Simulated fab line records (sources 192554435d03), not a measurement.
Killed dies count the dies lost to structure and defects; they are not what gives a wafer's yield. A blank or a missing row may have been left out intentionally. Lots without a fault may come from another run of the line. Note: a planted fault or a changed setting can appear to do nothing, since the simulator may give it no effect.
Matching of chambers -- flow n5_finfet -- 4 sister chambers for N5_BEOL_M2_ETCH_63 on rie_diel-01
The step etches SiARC in CF4, target depth 15.6 nm, time 26 s. 4 wafers are shown with their chamber, then 9 later ones without.

EACH WAFER AND ITS CHAMBER
wafer,chamber,showerhead_plenum_p_Torr (Torr)
L080.2,1,2.10
L082.2,3,2.21
L082.3,2,2.21
L082.5,0,2.08

WAFERS WITH NO CHAMBER GIVEN
wafer,showerhead_plenum_p_Torr (Torr)
L083.2,2.08
L083.3,2.10
L083.6,2.21
L088.2,2.20
L088.3,2.07
L088.5,2.10
L093.3,2.20
L093.5,2.09
L093.6,2.21

WHICH CHAMBER EACH ONE RAN IN
wafer,from the rows above,in truth
L083.2,0,0
L083.3,1,1
L083.6,can't be placed: 2 or 3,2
L088.2,can't be placed: 2 or 3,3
L088.3,0,0
L088.5,1,1
L093.3,can't be placed: 2 or 3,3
L093.5,can't be placed: 0 or 1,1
L093.6,can't be placed: 2 or 3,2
Correct placement for 4 of the 9. Unplaceable from these rows: 5, with the true chamber sitting among the candidates in 5. Placed wrongly: 0.
How it was worked out, from the rows above alone: a wafer's distance from a chamber is the root of the sum, over the readings, of the square of ((its reading less the chamber's mean) divided by the reading's scatter). If the next closest chamber is less than 2 further off than the closest, the wafer can't be placed; otherwise it belongs to the closest. A chamber's mean is the mean of its shown wafers. The scatter (one wafer shown for each chamber): square how far every hidden wafer sits from the nearest shown wafer, average those squares and take the square root.
